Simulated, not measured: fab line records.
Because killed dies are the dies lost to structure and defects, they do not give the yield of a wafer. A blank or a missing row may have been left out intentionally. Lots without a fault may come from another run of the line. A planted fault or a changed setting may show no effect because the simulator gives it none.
Lot-split experiment ; flow n5 finfet ; 7 lots, 39 wafers read, on a route of 1938 steps

## ABOUT THE SPLIT
At N5_HKMG_FIN_ETCH_32 (etches SOC in N2/H2, target depth 240 nm, time 300 s), the setting target depth a was moved away from the recipe's 2400 angstrom on 18 of the 39 wafers read, by -8.8% to +9.2%. For the rest of the wafers, this setting stayed at what the recipe calls for.

The split's own step is where the reading is taken.

## THE READING
SiARC_of_HKMG_FIN_COAT_30.thk nm (the simulator's own value, which no gauge read), in nm, at N5_HKMG_FIN_ETCH_32 (etches SOC in N2/H2, target depth 240 nm, time 300 s). The file does not state a usual value for it. The 21 wafers here that ran the recipe average 21.9 nm, standard deviation 0.41 nm.

wafer;tool, chamber at the split;target depth a as run, angstrom;against the recipe;SiARC_of_HKMG_FIN_COAT_30.thk nm, nm;against lot-mates on the recipe
L074.1;rie diel-02, 3;2400;recipe;22.8;-
L074.2;rie diel-02, 2,1;2544;+6.0%;21.4;-0.8
L074.4;rie diel-02, 2,1;2544;+6.0%;21.4;-0.8
L074.3;rie diel-02, 0;2400;recipe;21.8;-
L074.5;rie diel-02, 0;2400;recipe;22;-
L074.6;rie diel-02, 1;2544;+6.0%;21.6;-0.6
L075.2;rie diel-04, 2,3;2400;recipe;21.8;-
L075.5;rie diel-04, 2,3;2400;recipe;21.8;-
L075.3;rie diel-04, 0;2400;recipe;21.2;-
L076.1;rie diel-02, 1,2;2322;-3.2%;22.8;+0.3
L076.4;rie diel-02, 1,2;2322;-3.2%;22.8;+0.3
L076.2;rie diel-02, 0;2322;-3.2%;22.4;-0.1
L076.3;rie diel-02, 3;2400;recipe;23;-
L076.5;rie diel-02, 0,1;2400;recipe;22.2;-
L076.6;rie diel-02, 0,1;2400;recipe;22.2;-
L079.1;rie diel-05, 2,1,0;2400;recipe;21.8;-
L079.2;rie diel-05, 2,1,0;2400;recipe;21.8;-
L079.3;rie diel-05, 2,1,0;2400;recipe;21.8;-
L079.4;rie diel-05, 1;2190;-8.8%;22.8;+1.0
L079.5;rie diel-05, 0,2;2190;-8.8%;23;+1.2
L079.6;rie diel-05, 0,2;2190;-8.8%;23;+1.2
L087.1;rie diel-04, 0;2400;recipe;21.4;-
L087.2;rie diel-04, 1;2400;recipe;21.8;-
L087.3;rie diel-04, 2;2251;-6.2%;23;+1.4
L087.4;rie diel-04, 3;2400;recipe;21.6;-
L087.5;rie diel-04, 0;2251;-6.2%;22.4;+0.8
L087.6;rie diel-04, 1;2251;-6.2%;22.8;+1.2
L089.1;rie diel-04, 0;2620;+9.2%;20;-1.6
L089.2;rie diel-04, 2;2620;+9.2%;21;-0.6
L089.3;rie diel-04, 1;2400;recipe;21.8;-
L089.4;rie diel-04, 3;2400;recipe;21.6;-
L089.5;rie diel-04, 0;2400;recipe;21.4;-
L089.6;rie diel-04, 3;2620;+9.2%;20.4;-1.2
L094.1;rie diel-02, 2;2200;-8.3%;23.2;+1.3
L094.2;rie diel-02, 0,1;2400;recipe;21.8;-
L094.5;rie diel-02, 0,1;2400;recipe;21.8;-
L094.3;rie diel-02, 1,0;2200;-8.3%;23;+1.1
L094.6;rie diel-02, 1,0;2200;-8.3%;23;+1.1
L094.4;rie diel-02, 2;2400;recipe;22.2;-
Where a row lists several chambers, the file gives one row for several wafers and doesn't say which wafer went through which chamber.

FIT RESULTS
A straight line over all 39 wafers: SiARC_of_HKMG_FIN_COAT_30.thk nm changes by -0.133 nm for each +1% of target depth a; r = -0.87; the points scatter about the line by 0.38 nm.
The same after taking each lot's own level away (the mean of its wafers on the recipe; 39 wafers): -0.132 nm for each +1%; r = -0.92; scatter 0.28 nm.
On that fit, the largest move of target depth a shifts the reading by 1.2 nm.
From 21.60 to 22.47 nm: that is the span of the lots' own levels, equal to 2.1 times the standard deviation above.
The two slopes are in agreement: the lot-to-lot level therefore moves the slope only a little.
Check: with one of the wafers moved furthest among these (+9.2%) left out of the fit, the line predicts -1.13 nm for it against its lot-mates. It came out at -1.6 nm against them.

## THE OTHER SPLITS THESE WAFERS WENT THROUGH
Note: prior to the reading, these wafers also went through further splits. Each is held against what the fit with the lots' levels taken away leaves over:
other split on the same wafers;wafers away from the commonest value;r with SiARC_of_HKMG_FIN_COAT_30.thk nm (lot level and that fit taken away)
N5_FIN_SAQP_ALD_61 temp c;15;+0.02
N5_FIN_SAQP_ETCH_65 time s;12;+0.07
N5_DUMMY_GATE_ETCH_31 target depth a;15;+0.08
N5_DUMMY_GATE_ETCH_32 time s;15;-0.35
N5_SD_EPI_N_LINER_46 target thk a;12;+0.21
N5_SD_EPI_P_EPI_21 temp c;18;-0.14

## THE FILE'S OWN FIT
SiARC_of_HKMG_FIN_COAT_30.thk nm changes by -0.133 nm for each +1% of target depth a, r = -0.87.
